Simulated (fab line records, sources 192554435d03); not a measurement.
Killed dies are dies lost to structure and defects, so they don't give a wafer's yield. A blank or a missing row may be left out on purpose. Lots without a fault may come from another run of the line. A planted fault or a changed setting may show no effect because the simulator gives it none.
Split-lot experiment | flow n5_finfet | 7 lots, 21 wafers read, on a route of 1938 steps

THE SPLIT
At N5_BEOL_M3_TRENCH_ETCH_37 (etches SiOC in C4F6/O2, target depth 55.555 nm, time 29.2 s), the setting bias_w was moved away from the recipe's 185 W on 6 of the 21 wafers read, by -17.4% to +13.4%. The other wafers ran this setting at the recipe's value.

FROM THE SPLIT TO THE READING: what the file shows between them, 2 steps
- N5_BEOL_M3_ETCH_41: etches SiCN in CH3F/O2, target depth 29.9 nm, time 52.5 s (also split here: target_depth_a)
- N5_BEOL_M3_STRIP_97: strips in N2/H2, time 10 s

THE READING
trench_depth_nm, in nm, at N5_BEOL_M3_OCD_MEAS_38. Fault-free wafers of this fab line usually give 55.4 nm, standard deviation 0.91 nm.

wafer  | tool, chamber at the split | bias_w as run, W | against the recipe | trench_depth_nm, nm | against lot-mates on the recipe
L077.1 | rie_diel-03, 2             | 152.9            | -17.4%             | 52.0                | -2.8
L077.2 | rie_diel-03, 1             | 185              | recipe             | 54.8                | -
L077.6 | rie_diel-03, 2             | 152.9            | -17.4%             | 51.7                | -3.1
L076.1 | rie_diel-03, 2             | 209.7            | +13.4%             | 57.8                | +1.9
L076.3 | rie_diel-03, 0             | 185              | recipe             | 55.9                | -
L076.5 | rie_diel-03, 1             | 209.7            | +13.4%             | 57.5                | +1.6
L079.4 | rie_diel-05, 1             | 185              | recipe             | 56.2                | -
L079.5 | rie_diel-05, 0             | 185              | recipe             | 55.0                | -
L079.6 | rie_diel-05, 3             | 185              | recipe             | 55.1                | -
L082.2 | rie_diel-04, 0             | 185              | recipe             | 55.5                | -
L082.3 | rie_diel-04, 2             | 185              | recipe             | 55.0                | -
L082.5 | rie_diel-04, 0             | 185              | recipe             | 55.1                | -
L081.1 | rie_diel-03, 2             | 185              | recipe             | 55.6                | -
L081.5 | rie_diel-03, 3             | 185              | recipe             | 56.8                | -
L081.6 | rie_diel-03, 0             | 185              | recipe             | 55.8                | -
L087.1 | rie_diel-03, 1             | 185              | recipe             | 54.5                | -
L087.2 | rie_diel-03, 2             | 205.6            | +11.1%             | 60.1                | +4.9
L087.4 | rie_diel-03, 3             | 185              | recipe             | 55.9                | -
L086.1 | rie_diel-04, 1             | 185              | recipe             | 54.1                | -
L086.2 | rie_diel-04, 3             | 185              | recipe             | 55.4                | -
L086.4 | rie_diel-04, 2             | 208.3            | +12.6%             | 57.4                | +2.6

THE FIT
A straight line over all 21 wafers: trench_depth_nm changes by +0.21 nm for each +1% of bias_w; r = +0.90; the points scatter about the line by 0.84 nm.
The same after taking each lot's own level away (the mean of its wafers on the recipe; 21 wafers): +0.19 nm for each +1%; r = +0.88; scatter 0.82 nm.
On that fit, the largest move of bias_w shifts the reading by 3.3 nm.
The lots' own levels span 54.75 to 56.07 nm, that is 1.4 times the standard deviation above.
So the lot-to-lot level changes the slope: the two fits differ.
Check: with one of the wafers moved furthest among these (-17.4%) left out of the fit, the line predicts -3.37 nm for it against its lot-mates. It came out at -2.8 nm against them.
Tool readings at the split's step, against how far the setting was moved: rf_vpp_V r = +0.96.

OTHER SPLITS ON THESE WAFERS
These wafers also went through other splits before the reading. Each is held against what the fit with the lots' levels taken away leaves over:
other split on the same wafers    | wafers away from the commonest value | r with trench_depth_nm (lot level and that fit taken away)
N5_BEOL_M2_PECVD_72 temp_c        | 6                                    | +0.17
N5_BEOL_M3_HM_DEP_02 target_thk_a | 8                                    | +0.10
N5_BEOL_M3_COAT_73 temp_c         | 7                                    | +0.18
N5_BEOL_M3_ETCH_41 target_depth_a | 8                                    | +0.30

THE WHOLE CHAIN: every reading that the file lists as answering this split, in the file's order
step                      | what it does                                                | reading                                                                   | change (the file's fit)               | r (the file's)
N5_BEOL_M3_TRENCH_ETCH_37 | etches SiOC in C4F6/O2, target depth 55.555 nm, time 29.2 s | rf_vpp_V                                                                  | +4.85 V for each +1% of the setting   | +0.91
N5_BEOL_M3_TRENCH_ETCH_37 | etches SiOC in C4F6/O2, target depth 55.555 nm, time 29.2 s | BEOL_M3.feature_depth_nm (the simulator's own value, which no gauge read) | +0.225 nm for each +1% of the setting | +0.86
N5_BEOL_M3_TRENCH_ETCH_37 | etches SiOC in C4F6/O2, target depth 55.555 nm, time 29.2 s | etch.depth_nm (the simulator's own value, which no gauge read)            | +0.227 nm for each +1% of the setting | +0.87
N5_BEOL_M3_OCD_MEAS_38    |                                                             | trench_depth_nm                                                           | +0.214 nm for each +1% of the setting | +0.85

THE FILE'S OWN FIT
trench_depth_nm changes by +0.214 nm for each +1% of bias_w, r = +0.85.
